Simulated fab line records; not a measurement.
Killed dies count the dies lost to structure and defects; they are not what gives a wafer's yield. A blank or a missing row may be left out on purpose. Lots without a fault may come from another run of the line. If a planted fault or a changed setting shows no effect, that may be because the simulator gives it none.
Split-lot study + flow n5Finfet + 21 wafers read from 7 lots, route of 1938 steps

## SPLIT DETAILS
At N5_BEOL_M12_ILD_DEP_00 (deposits SiOC from DEMS/O2, target thk 658.92 nm, time 130.7 s), the setting timeS was moved away from the recipe's 130.7 s on 8 of the 21 wafers read, by -14.7% to +6.5%. All remaining wafers had this setting at the recipe value.

Split to reading: the file shows no intervening step.

## THE READING
M12_ILD_THK at N5_BEOL_M12_THK_MEAS_01, in nm. On this fab line, fault-free wafers typically give 659 nm with a standard deviation of 9.3 nm.

| wafer  | tool, chamber at the split | timeS as run, s | against the recipe | M12_ILD_THK, nm | against lot-mates on the recipe |
|--------|----------------------------|-----------------|--------------------|-----------------|---------------------------------|
| L074.2 | pecvd-01, 1                | 130.7           | recipe             | 656             | -                               |
| L074.3 | pecvd-01, 2                | 111.5           | -14.7%             | 575             | -85                             |
| L074.4 | pecvd-01, 0                | 130.7           | recipe             | 664             | -                               |
| L078.2 | pecvd-02, 1                | 139.2           | +6.5%              | 694             | no lot-mate on the recipe       |
| L078.3 | pecvd-02, 2                | 139.2           | +6.5%              | 699             | no lot-mate on the recipe       |
| L078.5 | pecvd-02, 0                | 139.2           | +6.5%              | 713             | no lot-mate on the recipe       |
| L081.1 | pecvd-03, 2                | 124.8           | -4.5%              | 628             | -37                             |
| L081.3 | pecvd-03, 0                | 124.8           | -4.5%              | 623             | -42                             |
| L081.4 | pecvd-03, 2                | 130.7           | recipe             | 665             | -                               |
| L084.1 | pecvd-01, 1                | 130.7           | recipe             | 646             | -                               |
| L084.2 | pecvd-01, 0                | 121.4           | -7.1%              | 596             | -50                             |
| L084.6 | pecvd-01, 0                | 121.4           | -7.1%              | 604             | -42                             |
| L089.2 | pecvd-01, 0                | 130.7           | recipe             | 646             | -                               |
| L089.4 | pecvd-01, 0                | 130.7           | recipe             | 655             | -                               |
| L089.6 | pecvd-01, 1                | 130.7           | recipe             | 642             | -                               |
| L091.2 | pecvd-03, 0                | 130.7           | recipe             | 653             | -                               |
| L091.3 | pecvd-03, 2                | 130.7           | recipe             | 666             | -                               |
| L091.5 | pecvd-03, 0                | 130.7           | recipe             | 663             | -                               |
| L097.1 | pecvd-03, 1                | 130.7           | recipe             | 649             | -                               |
| L097.4 | pecvd-03, 1                | 130.7           | recipe             | 654             | -                               |
| L097.5 | pecvd-03, 2                | 130.7           | recipe             | 659             | -                               |

THE FIT
A straight line over all 21 wafers: M12_ILD_THK changes by +6.51 nm for each +1% of timeS; r = +0.97; the points scatter about the line by 8.7 nm.
The same after taking each lot's own level away (the mean of its wafers on the recipe; 18 wafers): +6.19 nm for each +1%; r = +0.97; scatter 6.1 nm.
On that fit, the largest move of timeS shifts the reading by 91 nm.
Across the lots, their own levels run from 646.0 to 665.0 nm, a range of 2.0 times the standard deviation given above.
Consequently the slope shifts little with the lot-to-lot level, the two slopes agreeing.
Check: for one of the wafers moved furthest among these (-14.7%), held out of the fit, the line's prediction against its lot-mates is -104 nm. Against them it came out at -85 nm.

## ADDITIONAL SPLITS CARRIED BY THESE WAFERS
Other splits were also applied to these wafers ahead of the reading. Each is held against what the fit with the lots' levels taken away leaves over:
| other split on the same wafers | wafers away from the commonest value | r with M12_ILD_THK (lot level and that fit taken away) |
|--------------------------------|--------------------------------------|--------------------------------------------------------|
| N5_BEOL_M11_EXPOSE_25 doseMj   | 5                                    | +0.20                                                  |

## THE WHOLE CHAIN: every reading that the file lists as answering this split, in the file's order
| step                    | what it does                                                   | reading                                                                            | change (the file's fit)              | r (the file's) |
|-------------------------|----------------------------------------------------------------|------------------------------------------------------------------------------------|--------------------------------------|----------------|
| N5_BEOL_M12_ILD_DEP_00  | deposits SiOC from DEMS/O2, target thk 658.92 nm, time 130.7 s | SiOC_of_BEOL_M12_ILD_DEP_00.thkNm (the simulator's own value, which no gauge read) | +6.13 nm for each +1% of the setting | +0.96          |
| N5_BEOL_M12_THK_MEAS_01 |                                                                | M12_ILD_THK                                                                        | +6.13 for each +1% of the setting    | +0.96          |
| N5_BEOL_M12_VIA_ETCH_16 | etches SiOC in C4F8/O2/Ar, target depth 724.8 nm               | etch.depthNm (the simulator's own value, which no gauge read)                      | +6.13 nm for each +1% of the setting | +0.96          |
| N5_BEOL_M12_VIA_ETCH_16 | etches SiOC in C4F8/O2/Ar, target depth 724.8 nm               | coat_of_BEOL_M12_COAT_04.thkNm (the simulator's own value, which no gauge read)    | -1.72 nm for each +1% of the setting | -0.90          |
| N5_BEOL_M12_STRIP_63    | strips in N2/H2                                                | stripTimeToEndpointS                                                               | withheld for each +1% of the setting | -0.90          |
| N5_BEOL_M12_ETCH_38     | etches SiCN in CF4/N2, target depth 68.7 nm, time 73.4 s       | SiOC_of_BEOL_M12_ILD_DEP_00.thkNm (the simulator's own value, which no gauge read) | +6.17 nm for each +1% of the setting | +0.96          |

## THE FILE'S OWN FIT
M12_ILD_THK changes by +6.13 nm for each +1% of timeS, r = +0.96.
